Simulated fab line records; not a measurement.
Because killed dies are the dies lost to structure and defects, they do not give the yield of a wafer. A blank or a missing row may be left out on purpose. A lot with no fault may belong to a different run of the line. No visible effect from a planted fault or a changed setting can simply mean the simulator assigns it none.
Which tool was responsible? + flow n5Finfet + 11 lots, 29 wafers sampled, at 4 steps of a route of 1938

## WHAT EACH GAUGE READ, for each wafer
The record holds no reading of a measuring or inspecting step that can be judged against a usual standard deviation.

## WHICH TOOL RAN EACH LOT (tool, then ch and the chambers of the sampled wafers, then the start)
| lot  | N5_DUMMY_GATE_STRIP_40           | N5_DUMMY_GATE_HM_OPEN_21         | N5_DUMMY_GATE_ETCH_23          | N5_SPACER0_ALD_00               |
|------|----------------------------------|----------------------------------|--------------------------------|---------------------------------|
| L699 | rieDiel-02 ch 0,1,2, day 2 23:20 | rieDiel-04 ch 0,1,2, day 2 23:31 | rieSi-03 ch 1,2,3, day 2 23:43 | aldSin-01 ch 1,2,3, day 3 00:21 |
| L701 | rieDiel-02 ch 1,2,3, day 3 11:14 | rieDiel-02 ch 0,1,2, day 3 11:26 | rieSi-01 ch 1,2,3, day 3 11:37 | aldSin-03 ch 0,1,3, day 3 12:32 |
| L703 | rieDiel-02 ch 2,3, day 3 21:52   | rieDiel-02 ch 1,3, day 3 22:03   | rieSi-01 ch 0,1, day 3 22:14   | aldSin-03 ch 0,1,2, day 4 00:45 |
| L707 | rieDiel-04 ch 0,1, day 5 00:07   | rieDiel-04 ch 0,1, day 5 00:17   | rieSi-05 ch 0,2, day 5 00:29   | aldSin-02 ch 0,3, day 5 01:43   |
| L708 | rieDiel-04 ch 0,1,3, day 5 06:28 | rieDiel-04 ch 0,1, day 5 06:39   | rieSi-01 ch 1,3, day 5 06:51   | aldSin-03 ch 2,3, day 5 07:29   |
| L710 | rieDiel-04 ch 1, day 5 18:08     | rieDiel-06 ch 0,3, day 5 18:19   | rieSi-05 ch 0,1, day 5 18:31   | aldSin-03 ch 2, day 5 19:10     |
| L718 | rieDiel-02 ch 0,3, day 7 17:34   | rieDiel-02 ch 1,2, day 7 17:45   | rieSi-05 ch 0,1, day 7 17:56   | aldSin-02 ch 0,1, day 7 18:35   |
| L719 | rieDiel-02 ch 0,1,3, day 8 00:53 | rieDiel-04 ch 0,1, day 8 01:04   | rieSi-01 ch 2,3, day 8 01:16   | aldSin-02 ch 1,2,3, day 8 01:54 |
| L720 | rieDiel-02 ch 0,1,2, day 8 04:47 | rieDiel-02 ch 0,2,3, day 8 04:58 | rieSi-01 ch 1,2, day 8 05:10   | aldSin-02 ch 0,1,3, day 8 06:06 |
| L721 | rieDiel-04 ch 1, day 8 09:26     | rieDiel-06 ch 0,2, day 8 09:37   | rieSi-01 ch 0,2, day 8 09:49   | aldSin-03 ch 0,2, day 8 11:22   |
| L722 | rieDiel-04 ch 0,2,3, day 8 17:29 | rieDiel-04 ch 0,1,2, day 8 17:46 | rieSi-03 ch 0,2, day 8 17:58   | aldSin-02 ch 1,2, day 8 20:44   |
- N5_DUMMY_GATE_STRIP_40: strips in CF4.
- N5_DUMMY_GATE_HM_OPEN_21: chemistry CH3F/O2, target SiNx, target depth 120 nm, time 171.4 s.
- N5_DUMMY_GATE_ETCH_23: etches poly-Si in HBr/Cl2/O2, target depth 41 nm, time 22.3 s.
- N5_SPACER0_ALD_00: deposits SiOCN, target thk 3.5 nm, pulse time 3 s, purge time 2 s.

## AS READ BY THE TOOLS THEMSELVES (means over the sampled wafers that have a number; for cases with no such wafer, the mark the record gives instead)
N5_DUMMY_GATE_STRIP_40. Usual: drypumpMotorCurrentA 5.7 A, standard deviation 0.38; oesProductAu 0.82 a.u., standard deviation 0.08; rfVppV 271.6 V, standard deviation 1.6; showerheadPlenumPTorr 1.82 Torr, standard deviation 0.068; throttleValvePct 13.49 %, standard deviation 0.24.
| lot  | tool       | drypumpMotorCurrentA (A) | oesProductAu (a.u.) | rfVppV (V) | showerheadPlenumPTorr (Torr) | throttleValvePct (%) | flag |
|------|------------|--------------------------|---------------------|------------|------------------------------|----------------------|------|
| L699 | rieDiel-02 | 5.7                      | 0.86                | 272.8      | 1.85                         | 13.52                |      |
| L701 | rieDiel-02 | 6.0                      | 0.89                | 271.8      | 1.86                         | 13.32                |      |
| L703 | rieDiel-02 | 6.3                      | 0.85                | 271.9      | 1.81                         | 13.53                |      |
| L707 | rieDiel-04 | 5.5                      | 0.70                | 270.9      | 1.78                         | 13.71                |      |
| L708 | rieDiel-04 | 5.7                      | 0.80                | 271.1      | 1.80                         | 13.63                |      |
| L710 | rieDiel-04 | 5.6                      | 0.72                | 269.5      | 1.80                         | 13.71                |      |
| L718 | rieDiel-02 | 5.4                      | 0.78                | 271.5      | 1.89                         | 13.48                |      |
| L719 | rieDiel-02 | 5.5                      | 0.82                | 273.1      | 1.89                         | 13.39                |      |
| L720 | rieDiel-02 | 5.7                      | 0.81                | 271.8      | 1.84                         | 13.61                |      |
| L721 | rieDiel-04 | 5.5                      | 0.69                | 271.3      | 1.79                         | 13.76                |      |
| L722 | rieDiel-04 | 5.6                      | 0.87                | 270.7      | 1.78                         | 13.45                |      |

N5_DUMMY_GATE_HM_OPEN_21. Usual: CH3F_flow_sccm 30.00 sccm, standard deviation 0.097; drypumpMotorCurrentA 5.7 A, standard deviation 0.34; oes_ar_750_au 0.82 a.u., standard deviation 0.089; oes_o_777_au 0.82 a.u., standard deviation 0.099; oesProductAu 0.82 a.u., standard deviation 0.087; rfVppV 299 V, standard deviation 4.1; showerheadPlenumPTorr 2.03 Torr, standard deviation 0.077; throttleValvePct 16.38 %, standard deviation 0.22.
| lot  | tool       | CH3F_flow_sccm (sccm) | drypumpMotorCurrentA (A) | oes_ar_750_au (a.u.) | oes_o_777_au (a.u.) | oesProductAu (a.u.) | rfVppV (V) | showerheadPlenumPTorr (Torr) | throttleValvePct (%) | flag |
|------|------------|-----------------------|--------------------------|----------------------|---------------------|---------------------|------------|------------------------------|----------------------|------|
| L699 | rieDiel-04 | 30.05                 | 5.5                      | 0.77                 | 0.76                | 0.77                | 300        | 1.99                         | 16.46                |      |
| L701 | rieDiel-02 | 29.99                 | 5.7                      | 0.86                 | 0.87                | 0.87                | 296        | 2.09                         | 16.48                |      |
| L703 | rieDiel-02 | 30.02                 | 5.7                      | 0.93                 | 0.94                | 0.94                | 296        | 2.16                         | 16.04                |      |
| L707 | rieDiel-04 | 30.10                 | 5.6                      | 0.69                 | 0.69                | 0.70                | 303        | 2.00                         | 16.52                |      |
| L708 | rieDiel-04 | 30.00                 | 5.6                      | 0.69                 | 0.68                | 0.69                | 304        | 1.99                         | 16.50                |      |
| L710 | rieDiel-06 | 30.09                 | 5.6                      | 0.75                 | 0.76                | 0.75                | 301        | 2.02                         | 16.44                |      |
| L718 | rieDiel-02 | 29.98                 | 6.0                      | 0.84                 | 0.85                | 0.85                | 294        | 2.05                         | 16.43                |      |
| L719 | rieDiel-04 | 30.08                 | 5.6                      | 0.84                 | 0.83                | 0.86                | 302        | 1.98                         | 16.24                |      |
| L720 | rieDiel-02 | 30.02                 | 5.8                      | 0.80                 | 0.80                | 0.80                | 297        | 2.08                         | 16.51                |      |
| L721 | rieDiel-06 | 30.19                 | 5.8                      | 0.77                 | 0.77                | 0.77                | 298        | 2.02                         | 16.41                |      |
| L722 | rieDiel-04 | 29.92                 | 5.5                      | 0.81                 | 0.80                | 0.82                | 300        | 1.98                         | 16.39                |      |

N5_DUMMY_GATE_ETCH_23. Usual: drypumpMotorCurrentA 5.6 A, standard deviation 0.42; mfcCl2Sccm 79.99 sccm, standard deviation 0.24; oes_o_777_au 1.01 a.u., standard deviation 0.058; oesProductAu 1.005 a.u., standard deviation 0.018; throttleValvePct 37.3 %, standard deviation 0.36.
| lot  | tool     | drypumpMotorCurrentA (A) | mfcCl2Sccm (sccm) | oes_o_777_au (a.u.) | oesProductAu (a.u.) | throttleValvePct (%) | flag |
|------|----------|--------------------------|-------------------|---------------------|---------------------|----------------------|------|
| L699 | rieSi-03 | 5.8                      | 79.88             | 1.00                | 0.994               | 37.1                 |      |
| L701 | rieSi-01 | 5.5                      | 80.07             | 0.98                | 0.998               | 37.6                 |      |
| L703 | rieSi-01 | 5.2                      | 80.10             | 0.99                | 1.003               | 37.0                 |      |
| L707 | rieSi-05 | 5.2                      | 80.07             | 1.06                | 1.012               | 37.2                 |      |
| L708 | rieSi-01 | 5.6                      | 80.20             | 0.93                | 0.987               | 37.5                 |      |
| L710 | rieSi-05 | 6.0                      | 79.88             | 1.06                | 1.012               | 37.3                 |      |
| L718 | rieSi-05 | 6.0                      | 79.68             | 1.07                | 1.001               | 37.3                 |      |
| L719 | rieSi-01 | 5.7                      | 79.78             | 1.02                | 1.008               | 37.9                 |      |
| L720 | rieSi-01 | 5.5                      | 80.00             | 1.03                | 1.000               | 37.6                 |      |
| L721 | rieSi-01 | 5.5                      | 80.23             | 1.04                | 1.013               | 37.5                 |      |
| L722 | rieSi-03 | 5.7                      | 80.20             | 1.00                | 1.017               | 37.5                 |      |

N5_SPACER0_ALD_00. Usual: heaterPowerW 863 W, standard deviation 89; precursorPulseHeightRel 0.999, standard deviation 0.02.
| lot  | tool      | heaterPowerW (W) | precursorPulseHeightRel | flag |
|------|-----------|------------------|-------------------------|------|
| L699 | aldSin-01 | 826              | 0.998                   |      |
| L701 | aldSin-03 | 801              | 0.998                   |      |
| L703 | aldSin-03 | 859              | 0.990                   |      |
| L707 | aldSin-02 | 980              | 1.014                   |      |
| L708 | aldSin-03 | 813              | 0.992                   |      |
| L710 | aldSin-03 | 973              | 1.011                   |      |
| L718 | aldSin-02 | 848              | 0.998                   |      |
| L719 | aldSin-02 | 941              | 1.005                   |      |
| L720 | aldSin-02 | 935              | 0.999                   |      |
| L721 | aldSin-03 | 932              | 1.014                   |      |
| L722 | aldSin-02 | 870              | 1.003                   |      |

## THE ANSWER, worked out from the rows above alone
Rule: a lot is off if the mean of its wafers that have a number lies more than 3 standard deviations from the usual mean. A lot without any number at a reading at which 4 lots or more have one is off too. Any other lot the step has rows for is counted as sound. First the gauges in route order, then the tools' own readings, where a lot's mean is used as printed above. At the first step where some lot is off, the reading lying furthest off is the one used; lots without a number count as furthest.
No lot is off on any of the readings shown, so nothing can be concluded from this.

## WHAT THE SIMULATOR HAD PUT IN
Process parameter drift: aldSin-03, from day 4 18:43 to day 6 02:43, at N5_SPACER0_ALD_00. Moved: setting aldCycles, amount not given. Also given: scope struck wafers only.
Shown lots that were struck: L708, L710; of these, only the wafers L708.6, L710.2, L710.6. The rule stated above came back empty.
